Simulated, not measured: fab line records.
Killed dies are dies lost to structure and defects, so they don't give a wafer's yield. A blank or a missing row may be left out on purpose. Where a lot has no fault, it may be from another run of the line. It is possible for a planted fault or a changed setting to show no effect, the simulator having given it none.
Matching of chambers -- flow nandHarc -- 4 sister chambers for NHARC_P_STI_DESCUM_14 on rieDiel-01
The step chemistry O2, time 3 s. 18 wafers are shown with their chamber, then 9 later ones without.

== EACH WAFER AND ITS CHAMBER ==
wafer,chamber,drypumpMotorCurrentA (A),oesProductAu (a.u.),throttleValvePct (%)
L078.1,0,5.6,0.987,11.316
L078.2,1,5.2,0.992,11.321
L078.6,2,6.1,0.979,11.306
L080.1,1,5.2,1.005,11.312
L080.3,0,5.6,0.995,11.297
L080.6,2,6.1,0.984,11.314
L083.2,3,6.3,1.003,11.299
L083.3,2,6.1,0.988,11.310
L083.6,1,5.2,0.991,11.315
L084.1,2,6.1,0.995,11.300
L084.2,0,5.6,0.984,11.320
L084.5,0,5.6,0.996,11.309
L086.2,3,6.3,0.998,11.302
L086.5,2,6.1,0.984,11.315
L086.6,1,5.2,1.000,11.309
L088.3,2,6.1,0.984,11.321
L088.4,3,6.2,1.002,11.300
L088.5,1,5.2,0.999,11.312

SIGNATURES (means of the wafers above)
reading,chamber 0,chamber 1,chamber 2,chamber 3,scatter within a chamber
drypumpMotorCurrentA,5.600,5.200,6.100,6.267,0.0218
oesProductAu,0.99050,0.99740,0.98567,1.00100,0.00536
throttleValvePct,11.31050,11.31380,11.31100,11.30033,0.00689
Rule: a wafer's distance from a chamber is the root of the sum, over the readings, of the square of ((its reading less the chamber's mean) divided by the reading's scatter). If the next closest chamber is less than 2 further off than the closest, the wafer can't be placed; otherwise it belongs to the closest. How the scatter is found: for the shown wafers, subtract from each reading the mean of its chamber, square and add these, divide the total by (wafers less chambers), then take the root.

== WAFERS WHOSE CHAMBER IS MISSING ==
wafer,drypumpMotorCurrentA (A),oesProductAu (a.u.),throttleValvePct (%)
L091.1,5.2,0.999,11.314
L091.2,6.2,0.999,11.313
L091.5,6.2,1.005,11.322
L093.1,5.6,0.990,11.319
L093.2,5.2,0.997,11.319
L093.4,6.3,0.986,11.325
L096.2,5.6,0.996,11.301
L096.4,6.2,1.010,11.307
L096.5,5.2,0.994,11.310

== THE CHAMBER EACH PASSED THROUGH ==
wafer,from the rows above,in truth
L091.1,1,1
L091.2,can't be placed: 3 or 2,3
L091.5,can't be placed: 3 or 2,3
L093.1,0,0
L093.2,1,1
L093.4,3,3
L096.2,0,0
L096.4,3,3
L096.5,1,1
7 of 9 placed correctly. Unplaceable from these rows: 2, with the true chamber sitting among the candidates in 2. Number placed wrongly: 0.
